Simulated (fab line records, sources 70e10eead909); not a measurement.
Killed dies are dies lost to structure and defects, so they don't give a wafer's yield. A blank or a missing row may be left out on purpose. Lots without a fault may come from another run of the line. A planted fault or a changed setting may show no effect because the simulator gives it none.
fab line records | flow nand_harc
record lots=6 wafers=18 last_day=32
route steps=1302 shown A_CONTACT@1036 END@1302
lots that met no fault: from a run of the same line without faults
start_h: hours from the record's first day to the start of the lot's first wafer shown | wait_h: hours since the lot's step before | " the same as in the row above | L1.1+2: a row that stands for several wafers | - no value, or no start given | * or withheld: withheld | < > ~ a bound
route shown NAME@n: a module of which the file shows steps, and the number in the route of the first | usual: mean/standard deviation of fault-free wafers | same: alike in all rows | chamber/n: place in a boat | sites: the reading at each site | _std_site: their standard deviation | _edge_site: outer sites' mean less inner sites' | radius_mm: how far each site lies from the wafer's centre | mask NAME#n: copy n | behind: the tool/chamber that last shaped the wafer | hold: why the lot was held/for how many hours/how that ended | device: the transistor (n, p or np) that didn't switch | end of line: the same wafers' tests at the end of the route | a step without rows: its recipe alone | killed: dies lost to structure and defects at the first sort, not the wafer's yield | map: a wafer's dies, x killed, . not, _ none there
set.NAME: the setting as run; set.NAME@STEP: as run at that earlier step | model.NAME: the simulator's own value behind a step, which no gauge read
lots at some steps of the route; a table a step, a row a wafer
services: from which hour (start_h, from the record's first day; less than 0 if before it) a tool's chamber was out of use, for how many hours, and why
## steps
# step NHARC_A_CONTACT_EXPOSE_66
# recipe na=1.35 sigma_outer=0.8 dose_mj=59.02 mask_id=A_CC_2
# step NHARC_A_CONTACT_PEB_67
# recipe peb_temp_c=100 peb_time_s=65
# step NHARC_A_CONTACT_DEVELOP_68
# recipe develop_time_s=35 dev_temp_c=23
# step NHARC_A_CONTACT_CD_MEAS_69
# recipe target_cd_nm=300 landing_energy_ev=500
# usual cd_nm=299.9/0.38
# columns lot.wafer tool chamber start_h wait_h cd_nm
L147.1 cd_sem-01 0 511.27 - 299.9
L147.3 " 0 " " 299.7
L147.4 " 0 " " 299.6
L155.1 cd_sem-03 0 574.60 - 300.3
L155.3 " 0 " " 299.8
L155.6 " 0 " " 299.7
L154.1 cd_sem-02 0 589.44 - 300.2
L154.3 " 0 " " 299.9
L154.5 " 0 " " 298.9
L159.4 cd_sem-03 0 649.36 - 299.8
L159.5 " 0 " " 299.4
L159.6 " 0 " " 299.5
L165.1 cd_sem-03 0 674.12 - 299.7
L165.4 " 0 " " 300.2
L165.6 " 0 " " 300.4
L166.1 cd_sem-01 0 695.72 - 300.1
L166.2 " 0 " " 300.4
L166.5 " 0 " " 300.1
# step NHARC_A_CONTACT_OVL_MEAS_70
# usual overlay_x_nm=-0.3/0.88 overlay_y_nm=0.0/0.86
# columns lot.wafer tool chamber start_h wait_h overlay_x_nm overlay_y_nm
L147.1 overlay-02 - 511.35 - -0.8 0.7
L147.3 " - " " -0.1 0.6
L147.4 " - " " -0.6 0.0
L155.1 overlay-01 - 574.69 - -1.2 -0.6
L155.3 " - " " -0.8 -0.2
L155.6 " - " " -0.9 -0.7
L154.1 overlay-01 - 589.53 - 0.5 0.9
L154.3 " - " " -0.2 0.7
L154.5 " - " " 0.1 1.2
L159.4 overlay-02 - 649.44 - -1.2 -0.9
L159.5 " - " " -0.9 -1.1
L159.6 " - " " -1.0 -0.5
L165.1 overlay-02 - 674.21 - -0.2 1.6
L165.4 " - " " -1.6 2.5
L165.6 " - " " -1.0 2.0
L166.1 overlay-01 - 695.81 - -1.0 -0.2
L166.2 " - " " -1.1 -0.7
L166.5 " - " " -0.7 -0.1
# step NHARC_A_CONTACT_INSPECT_71
# usual raw_defect_count=81/34
# columns lot.wafer tool chamber start_h wait_h raw_defect_count
L147.1 defect_inspect-02 - 511.39 0.0 82
L147.3 " - " " 64
L147.4 " - " " 80
L155.1 defect_inspect-02 - 574.73 0.0 89
L155.3 " - " " 67
L155.6 " - " " 69
L154.1 defect_inspect-01 - 589.56 0.0 122
L154.3 " - " " 121
L154.5 " - " " 111
L159.4 defect_inspect-02 - 649.48 0.0 24
L159.5 " - " " 29
L159.6 " - " " 25
L165.1 defect_inspect-01 - 674.25 0.0 118
L165.4 " - " " 128
L165.6 " - " " 99
L166.1 defect_inspect-01 - 695.85 0.0 81
L166.2 " - " " 73
L166.5 " - " " 73
# step NHARC_A_CONTACT_DESCUM_74
# recipe time_s=3 o2_flow_sccm=200 ar_flow_sccm=0 bias_power_w=0 chemistry=O2
# step NHARC_A_CONTACT_ETCH_75
# recipe target_depth_a=390 over_etch_frac=0.3 time_s=65 ion_energy_ev=80 cf4_flow_sccm=150 ar_flow_sccm=0 rf_w=300 bias_w=100 chemistry=CF4
# usual cf4_flow_sccm=150.0/0.45 drypump_motor_current_A=5.8/0.42 oes_product_au=0.998/0.0086 rf_vpp_V=151.4/1.2 showerhead_plenum_p_Torr=1.78/0.056 throttle_valve_pct=13.284/0.0093
# columns lot.wafer tool chamber start_h wait_h cf4_flow_sccm drypump_motor_current_A oes_product_au rf_hours_counter_h rf_vpp_V showerhead_plenum_p_Torr throttle_valve_pct
L147.4 rie_diel-07 1 511.57 0.1 150.2 5.9 1.000 6 152.7 1.83 13.295
L147.1 " 2 " " 150.1 6.1 0.998 5 150.9 1.79 13.275
L147.3 " 3 " " 149.6 5.6 1.003 5 150.4 1.85 13.266
L155.3 rie_diel-11 1 575.01 0.2 150.0 6.2 1.001 55 151.2 1.82 13.294
L155.1 " 2 " " 150.1 6.1 0.998 51 150.5 1.80 13.275
L155.6 " 0 " " 149.4 6.3 0.998 - 151.5 1.80 13.278
L154.1 rie_diel-07 2 589.71 0.1 149.8 6.1 1.002 18 151.7 1.79 13.299
L154.3 " 1 " " 149.4 5.9 0.991 17 153.2 1.83 13.282
L154.5 " 2 " " 150.5 6.1 0.998 - 150.7 1.79 13.288
L159.4 rie_diel-11 3 649.62 0.1 150.4 5.0 1.003 11 152.6 1.73 13.286
L159.6 " 3 " " 150.0 5.0 0.989 - 151.0 1.73 13.272
L159.5 " 0 " " 149.3 6.3 1.000 - 152.1 1.80 13.286
L165.4 rie_diel-07 3 674.39 0.1 150.4 5.6 0.999 2 151.9 1.85 13.277
L165.1 " 2 " " 149.6 6.1 0.985 2 151.1 1.79 13.284
L165.6 " 0 " " 150.2 6.3 0.983 - 150.4 1.68 13.280
L166.2 rie_diel-11 2 696.00 0.1 149.4 6.1 1.000 30 151.0 1.79 13.293
L166.1 " 0 " " 150.6 6.3 1.007 30 152.3 1.79 13.282
L166.5 " 2 " " 150.1 6.1 1.001 - 152.6 1.79 13.280
# step NHARC_A_CONTACT_ETCH_76
# recipe target_depth_a=2600 over_etch_frac=0.3 time_s=475.3 ion_energy_ev=200 n2_flow_sccm=150 h2_flow_sccm=150 ar_flow_sccm=0 rf_w=400 bias_w=150 chemistry=N2/H2
# step NHARC_A_CONTACT_ETCH_77
# recipe target_depth_a=1089 time_s=54.5 cf4_flow_sccm=100 chf3_flow_sccm=30 ar_flow_sccm=0 rf_w=500 bias_w=200 chemistry=CF4/CHF3
# step NHARC_A_CONTACT_ETCH_78
# recipe target_depth_a=53000 over_etch_frac=0.3 time_s=1378 ion_energy_ev=150 o2_flow_sccm=400 cos_flow_sccm=20 ar_flow_sccm=0 rf_w=500 bias_w=300 chemistry=O2/COS
# step NHARC_A_CONTACT_ETCH_124
# recipe source_w=withheld pressure_mtorr=20 bias_v=withheld time_s=140 target_depth_a=7000 ar_flow_sccm=withheld c4f8_flow_sccm=withheld o2_flow_sccm=withheld chemistry=C4F8/O2/Ar
# step NHARC_A_CONTACT_ETCH_125
# recipe source_w=withheld pressure_mtorr=20 bias_v=3000 time_s=197 target_depth_a=19180 ar_flow_sccm=withheld c4f8_flow_sccm=withheld o2_flow_sccm=withheld chemistry=C4F8/O2/Ar
# columns lot.wafer tool chamber start_h wait_h rf_hours_counter_h
L147.1 har_cap_etch-02 1 513.22 0.2 93
L147.4 " 1 " " -
L147.3 " 0 " " -
L155.1 har_cap_etch-03 1 576.68 0.2 52
L155.3 " 0 " " -
L155.6 " 1 " " -
L154.1 har_cap_etch-03 1 591.40 0.2 57
L154.3 " 0 " " -
L154.5 " 0 " " -
L159.4 har_cap_etch-01 1 651.34 0.2 -
L159.5 " 1 " " -
L159.6 " 0 " " -
L165.1 har_cap_etch-02 0 676.15 0.2 122
L165.4 " 1 " " -
L165.6 " 0 " " -
L166.1 har_cap_etch-02 1 697.72 0.2 128
L166.2 " 0 " " 128
L166.5 " 0 " " -
# step NHARC_A_CONTACT_ETCH_126
# recipe source_w=withheld pressure_mtorr=20 bias_v=3000 time_s=197 target_depth_a=19180 ar_flow_sccm=withheld c4f8_flow_sccm=withheld o2_flow_sccm=withheld chemistry=C4F8/O2/Ar
# columns lot.wafer tool chamber start_h wait_h rf_hours_counter_h
L147.1 har_cap_etch-02 1 513.39 0.1 93
L147.4 " 1 " " -
L147.3 " 0 " " -
L155.1 har_cap_etch-03 1 576.86 0.1 52
L155.3 " 0 " " -
L155.6 " 1 " " -
L154.1 har_cap_etch-03 1 591.58 0.1 57
L154.3 " 0 " " -
L154.5 " 0 " " -
L159.4 har_cap_etch-01 1 651.52 0.1 -
L159.5 " 1 " " -
L159.6 " 0 " " -
L165.1 har_cap_etch-02 0 676.38 0.2 122
L165.4 " 1 " " -
L165.6 " 0 " " -
L166.1 har_cap_etch-02 1 697.95 0.2 128
L166.2 " 0 " " 128
L166.5 " 0 " " -
# step NHARC_A_CONTACT_ETCH_127
# recipe source_w=withheld pressure_mtorr=20 bias_v=3000 time_s=197 target_depth_a=19180 ar_flow_sccm=withheld c4f8_flow_sccm=withheld o2_flow_sccm=withheld chemistry=C4F8/O2/Ar
# columns lot.wafer tool chamber start_h wait_h rf_hours_counter_h
L147.1 har_cap_etch-02 1 513.57 0.1 93
L147.4 " 1 " " -
L147.3 " 0 " " -
L155.1 har_cap_etch-03 1 577.04 0.1 52
L155.3 " 0 " " -
L155.6 " 1 " " -
L154.1 har_cap_etch-03 1 591.76 0.1 58
L154.3 " 0 " " -
L154.5 " 0 " " -
L159.4 har_cap_etch-01 1 651.70 0.1 -
L159.5 " 1 " " -
L159.6 " 0 " " -
L165.1 har_cap_etch-02 0 676.61 0.2 123
L165.4 " 1 " " -
L165.6 " 0 " " -
L166.1 har_cap_etch-02 1 698.19 0.2 128
L166.2 " 0 " " 128
L166.5 " 0 " " -
# step NHARC_A_CONTACT_ETCH_128
# recipe source_w=withheld pressure_mtorr=20 bias_v=3000 time_s=197 target_depth_a=19180 ar_flow_sccm=withheld c4f8_flow_sccm=withheld o2_flow_sccm=withheld chemistry=C4F8/O2/Ar
# step NHARC_A_CONTACT_ETCH_129
# recipe source_w=withheld pressure_mtorr=20 bias_v=3000 time_s=197 target_depth_a=19180 ar_flow_sccm=withheld c4f8_flow_sccm=withheld o2_flow_sccm=withheld chemistry=C4F8/O2/Ar
# step NHARC_A_CONTACT_ETCH_130
# recipe source_w=withheld pressure_mtorr=20 bias_v=3000 time_s=197 target_depth_a=19180 ar_flow_sccm=withheld c4f8_flow_sccm=withheld o2_flow_sccm=withheld chemistry=C4F8/O2/Ar
# step NHARC_A_CONTACT_ETCH_131
# recipe source_w=withheld pressure_mtorr=20 bias_v=3000 time_s=197 target_depth_a=19180 ar_flow_sccm=withheld c4f8_flow_sccm=withheld o2_flow_sccm=withheld chemistry=C4F8/O2/Ar
# columns lot.wafer tool chamber start_h wait_h rf_hours_counter_h
L147.1 har_cap_etch-02 1 514.27 0.1 94
L147.4 " 1 " " -
L147.3 " 0 " " -
L155.1 har_cap_etch-03 1 577.75 0.1 53
L155.3 " 0 " " -
L155.6 " 1 " " -
L154.1 har_cap_etch-03 1 592.46 0.1 58
L154.3 " 0 " " -
L154.5 " 0 " " -
L159.4 har_cap_etch-01 1 652.41 0.1 -
L159.5 " 1 " " -
L159.6 " 0 " " -
L165.1 har_cap_etch-02 0 677.56 0.2 123
L165.4 " 1 " " -
L165.6 " 0 " " -
L166.1 har_cap_etch-02 1 699.14 0.2 129
L166.2 " 0 " " 129
L166.5 " 0 " " -
# step NHARC_A_CONTACT_ETCH_132
# recipe source_w=withheld pressure_mtorr=20 bias_v=3000 time_s=197 target_depth_a=19240 ar_flow_sccm=withheld c4f8_flow_sccm=withheld o2_flow_sccm=withheld chemistry=C4F8/O2/Ar
# step NHARC_A_CONTACT_ETCH_133
# recipe source_w=withheld pressure_mtorr=20 bias_v=400 time_s=374 target_depth_a=16100 ar_flow_sccm=withheld c4f8_flow_sccm=11.5 o2_flow_sccm=7.2 chemistry=C4F8/O2/Ar
# step NHARC_A_CONTACT_ETCH_91
# recipe target_depth_a=400 over_etch_frac=0.5 time_s=85.7 ion_energy_ev=120 ch3f_flow_sccm=50 o2_flow_sccm=30 ar_flow_sccm=200 rf_w=500 bias_w=100 chemistry=CH3F/O2
# step NHARC_A_CONTACT_ETCH_97
# recipe target_depth_a=200 over_etch_frac=0.5 time_s=10 ion_energy_ev=250 c4f6_flow_sccm=25 o2_flow_sccm=20 ar_flow_sccm=500 rf_w=600 bias_w=500 chemistry=C4F6/O2
# step NHARC_A_CONTACT_CD_MEAS_80
# usual cd_nm=289.6/0.62
# columns lot.wafer tool chamber start_h wait_h cd_nm
L147.1 cd_sem-02 - 515.63 - 289.8
L147.3 " - " " 289.5
L147.4 " - " " 289.2
L155.1 cd_sem-03 - 579.08 - 289.0
L155.3 " - " " 288.8
L155.6 " - " " 288.9
L154.1 cd_sem-01 - 593.79 - 289.9
L154.3 " - " " 289.6
L154.5 " - " " 289.7
L159.4 cd_sem-01 - 653.75 - 289.6
L159.5 " - " " 289.3
L159.6 " - " " 289.5
L165.1 cd_sem-03 - 679.17 - 288.5
L165.4 " - " " 288.8
L165.6 " - " " 288.8
L166.1 cd_sem-02 - 700.75 - 289.7
L166.2 " - " " 289.2
L166.5 " - " " 289.1
# step NHARC_A_CONTACT_STRIP_103
# recipe n2_flow_sccm=150 h2_flow_sccm=150 ar_flow_sccm=0 bias_w=0 chemistry=N2/H2
# step NHARC_A_CONTACT_STRIP_104
# recipe cf4_flow_sccm=100 chf3_flow_sccm=30 ar_flow_sccm=0 bias_w=0 chemistry=CF4/CHF3
# step NHARC_A_CONTACT_STRIP_105
# recipe o2_flow_sccm=400 cos_flow_sccm=20 ar_flow_sccm=0 bias_w=0 chemistry=O2/COS
# step NHARC_A_CONTACT_ETCH_106
# recipe target_depth_a=900 overetch_a=90 time_s=49.5 ion_energy_ev=100 cf4_flow_sccm=80 o2_flow_sccm=20 ar_flow_sccm=0 rf_w=300 bias_w=100 chemistry=CF4/O2
# step NHARC_A_CONTACT_STRIP_82
# recipe o2_flow_sccm=500 ar_flow_sccm=0 bias_w=0 chemistry=O2
# usual drypump_motor_current_A=5.8/0.43 o2_flow_sccm=499.8/1.5 oes_product_au=0.997/0.007 rf_vpp_V=57.8/0.85 showerhead_plenum_p_Torr=3.54/0.11 throttle_valve_pct=17.037/0.0092
# columns lot.wafer tool chamber start_h wait_h drypump_motor_current_A o2_flow_sccm oes_product_au rf_hours_counter_h rf_vpp_V showerhead_plenum_p_Torr throttle_valve_pct
L147.1 rie_diel-07 1 - - 5.9 496.8 0.993 7 56.7 3.65 17.026
L147.4 " 2 " " 6.1 499.2 0.996 6 58.4 3.57 17.047
L147.3 " 3 " " 5.6 502.0 1.004 6 58.7 3.70 17.038
L155.1 rie_diel-12 3 - - 6.1 500.7 0.997 37 56.7 3.40 17.037
L155.3 " 2 " " 5.5 500.5 0.980 35 57.4 3.60 17.025
L155.6 " 3 " " 6.1 500.8 1.002 - 58.4 3.40 17.058
L154.3 rie_diel-07 0 - - 6.3 498.3 1.001 19 56.4 3.36 17.039
L154.1 " 2 " " 6.1 500.4 0.999 19 58.3 3.57 17.034
L154.5 " 0 " " 6.3 499.5 0.990 - 59.8 3.36 17.056
L159.4 rie_diel-12 0 - - 5.0 499.8 1.000 10 59.6 3.40 17.030
L159.5 " 0 " " 5.0 500.9 1.003 - 57.1 3.40 17.032
L159.6 " 1 " " 5.5 497.7 1.007 - 57.9 3.56 17.054
L165.4 rie_diel-07 3 - - 5.6 502.0 1.005 3 57.6 3.69 17.037
L165.1 " 1 " " 5.9 497.4 1.006 3 57.9 3.64 17.039
L165.6 " 3 " " 5.6 500.3 0.994 - 56.9 3.69 17.034
L166.1 rie_diel-12 3 - - 6.1 497.6 0.996 22 57.6 3.38 17.037
L166.2 " 2 " " 5.5 499.6 0.988 22 58.5 3.58 17.048
L166.5 " 0 " " 5.0 499.2 0.995 - 57.5 3.39 17.040
# step NHARC_A_CONTACT_STRIP_83
# recipe time_s=600 temp_c=30 chemistry=post_etch_residue_remover
# step NHARC_A_CONTACT_DEP_84
# recipe target_thk_a=28000 temp_c=400 material=aC
# step NHARC_A_CONTACT_DEP_85
# recipe target_thk_a=600 target_thk_nm=60 temp_c=400 pressure_torr=3.5 flow_sccm=200 rf_w=350 material=SiON
# step NHARC_A_CONTACT_DEHYDRATE_00
# recipe temp_c=150 time_s=120
# step NHARC_A_CONTACT_HMDS_01
# recipe time_s=30
# step NHARC_A_CONTACT_COAT_86
# recipe temp_c=260 time_s=75
# step NHARC_A_CONTACT_COAT_87
# recipe temp_c=225 time_s=65
# step NHARC_A_CONTACT_COAT_02
# recipe spin_rpm=1500 resist_thk_nm=90
# step NHARC_A_CONTACT_SOFTBAKE_03
# recipe temp_c=105 time_s=55
# step NHARC_A_CONTACT_EBR_04
# step NHARC_A_CONTACT_EXPOSE_05
# recipe na=1.35 sigma_outer=0.8 dose_mj=84.24 mask_id=A_CC
# step NHARC_A_CONTACT_PEB_06
# recipe peb_temp_c=100 peb_time_s=65
# step NHARC_A_CONTACT_DEVELOP_07
# recipe develop_time_s=35 dev_temp_c=23
# step NHARC_END_SORT_01
# recipe temp_c=25
# usual killed_at_array=58/15 killed_at_other=0.8/1.2 killed_at_periphery=3.5/2.5 killed_dies=62/15 killed_open=3.2/1.7 killed_short=2.4/1.5
# same gross_dies=677
# columns lot.wafer tool chamber start_h wait_h killed_at_array killed_at_other killed_at_periphery killed_dies killed_open killed_short
L165.1 prober-02 0 733.34 2.5 108 1 6 115 4 3
L165.4 prober-02 0 735.68 3.3 142 0 3 145 4 2
L165.6 prober-02 0 737.24 3.9 118 0 0 118 3 3
L166.1 prober-01 0 761.60 2.5 138 0 3 141 5 3
L166.2 prober-01 0 762.40 2.8 99 2 5 106 7 2
L166.5 prober-01 0 764.81 3.7 100 1 1 102 2 2
# killed by level:class
L165.1 A_CONTACT:unspecified=47 A_SLIT:chamber_film_flake=21 A_CHANNEL_HOLE_D2:chamber_film_flake=15 A_CHANNEL_HOLE_D1:chamber_film_flake=11 A_CHANNEL_FILL_D2:chamber_film_flake=5 A_STAIRCASE:chamber_film_flake=3 A_WL_FILL:geometric_particle:short=2 P_GATE:chamber_film_flake=2
L165.4 A_CONTACT:unspecified=79 A_SLIT:chamber_film_flake=29 A_CHANNEL_HOLE_D2:chamber_film_flake=13 A_CHANNEL_HOLE_D1:chamber_film_flake=8 A_CONTACT:chamber_film_flake=4 A_CHANNEL_FILL_D2:chamber_film_flake=3 P_CONTACT:geometric_particle:open=1 A_CHANNEL_FILL_D1:geometric_particle:open=1
L165.6 A_CONTACT:unspecified=43 A_SLIT:chamber_film_flake=26 A_CHANNEL_HOLE_D2:chamber_film_flake=21 A_CHANNEL_HOLE_D1:chamber_film_flake=8 A_CONTACT:chamber_film_flake=6 A_STAIRCASE:chamber_film_flake=4 A_ZERO_WELL:chamber_film_flake=2 A_ONON_D1:geometric_particle:open=1
L166.1 A_CONTACT:unspecified=78 A_CHANNEL_HOLE_D2:chamber_film_flake=20 A_CHANNEL_HOLE_D1:chamber_film_flake=11 A_CONTACT:chamber_film_flake=9 A_SLIT:chamber_film_flake=4 A_STAIRCASE:chamber_film_flake=3 A_WL_FILL:chamber_film_flake=3 P_GATE:chamber_film_flake=2
L166.2 A_CONTACT:unspecified=45 A_CHANNEL_HOLE_D2:chamber_film_flake=22 A_CHANNEL_HOLE_D1:chamber_film_flake=9 A_CONTACT:chamber_film_flake=9 A_SLIT:chamber_film_flake=4 A_CHANNEL_FILL_D1:chamber_film_flake=3 P_M0:geometric_particle:open=2 THIN_TSV:chamber_film_flake=2
L166.5 A_CONTACT:unspecified=45 A_CHANNEL_HOLE_D2:chamber_film_flake=24 A_CHANNEL_HOLE_D1:chamber_film_flake=11 A_SLIT:chamber_film_flake=8 A_WL_FILL:chamber_film_flake=3 A_CONTACT:chamber_film_flake=3 A_CHANNEL_FILL_D1:geometric_particle:short=2 A_ZERO_WELL:chamber_film_flake=2
# map L165.4 (x killed, . not)
____________x____________
_________......._________
_______..........._______
______.............______
_____..............._____
____.................____
____.................____
___..................x___
___...................___
__...x.x..............x__
__..x...............xx.__
_................x....x._
_.........x.......x....._
_..........x............_
_.................x....._
_......................._
.........................
.......x.x...............
...........x.....x.......
.........................
............x....x.x.....
_..........xxxxxxx.x...._
_........x.xxx.xxxxx...._
_.......xxxxxxxxxxxx...._
_....x..xxxxxxxxxxxxxx.._
_.........xxxxxxxxxxx..._
__......xxxxxxxxxxxx...__
__......xxxxxxxxxxxx...__
___.....xxxxxxxxxxxx..___
___......xxxxxxxxxxxx.___
____.....xx.xxxxxxxx.____
____......x...x.xx.x.____
_____.......x.xxxx.._____
______..........x..______
_______..........._______
_________......._________
____________.____________
# map L166.1 (x killed, . not)
____________.____________
_________......._________
_______..........._______
______.........x...______
_____..............._____
____.................____
____................x____
___.x.................___
___................x..___
__.x...............x.xx__
__...................xx__
_...................x..._
_................x.....x_
_....................x.._
_.........x............._
_......x................_
...x.....................
...x.....................
.......x..x..............
.......x.x...............
...x.....................
_.....x.....x.x..xxx...._
_........x...x.xxxxx...._
_......x..x...xxxxxx...._
_..........xxxxxxxxx...._
_x.....xxxxxxxxxxxxxx..._
__......xxxxxxxxxxxxx..__
__.....xxxxxxxxxxxxxx..__
___...x...xxxxxxxxxxx.___
___....x..xxxxxxxxxxx.___
____.....xxx..xxxxx..____
____.........xxxxxxx.____
_____.....xx.x....xx_____
______....x.....x..______
_______..........._______
_________......._________
____________.____________
## services
# columns tool chamber start_h hours kind
rie_diel-11 2 488.06 1.5 repair
har_cap_etch-01 - 497.00 17.0 pm
har_cap_etch-03 - 497.54 0.5 repair
rie_diel-07 0 504.81 - clean
rie_diel-07 1 504.81 - clean
rie_diel-07 2 504.81 - clean
rie_diel-07 3 504.81 - clean
rie_diel-07 0 529.31 - clean
rie_diel-07 1 529.31 - clean
rie_diel-07 2 529.31 - clean
rie_diel-07 3 529.31 - clean
rie_diel-07 0 553.83 - clean
rie_diel-07 1 553.83 - clean
rie_diel-07 2 553.83 - clean
rie_diel-12 3 562.56 6.0 repair
rie_diel-11 3 579.65 3.0 repair
rie_diel-11 - 609.54 9.0 pm
har_cap_etch-01 - 610.08 0.4 repair
rie_diel-12 - 622.57 9.0 pm
har_cap_etch-01 - 630.10 2.5 repair
rie_diel-07 - 648.31 9.0 pm
har_cap_etch-03 - 654.22 0.4 repair
rie_diel-11 1 673.45 4.3 repair
rie_diel-12 - 693.04 1.3 repair
## key
first_sign step=NHARC_END_SORT_01 reading=killed_dies direction=up sigmas=4 usual=62 struck=121
effect step=NHARC_END_SORT_01 reading=killed_at_array direction=up sigmas=3.9 usual=58 struck=118
more_kills_born_at NHARC_A_CONTACT_ETCH_125@har_cap_etch-02=323
met_at NHARC_A_CONTACT_ETCH_125
struck_wafers L165.1,L165.4,L165.6,L166.1,L166.2,L166.5
tester_left_out L165,L166
onset_between 513.22 676.15
also_fits time
fault kind=chamber_particle_source tool=har_cap_etch-02 chamber=- onset_h=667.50 steps=NHARC_A_CONTACT_ETCH_125 rate_per_visit_cm2=0.90104 end_h=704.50
# tester_left_out: of these lots the tester's yield and bins aren't shown, on N5 and GAA mostly nor the transistor test; their killed dies are dies lost to structure and defects alone, not to doping, threshold or leakage, so they don't give the yield
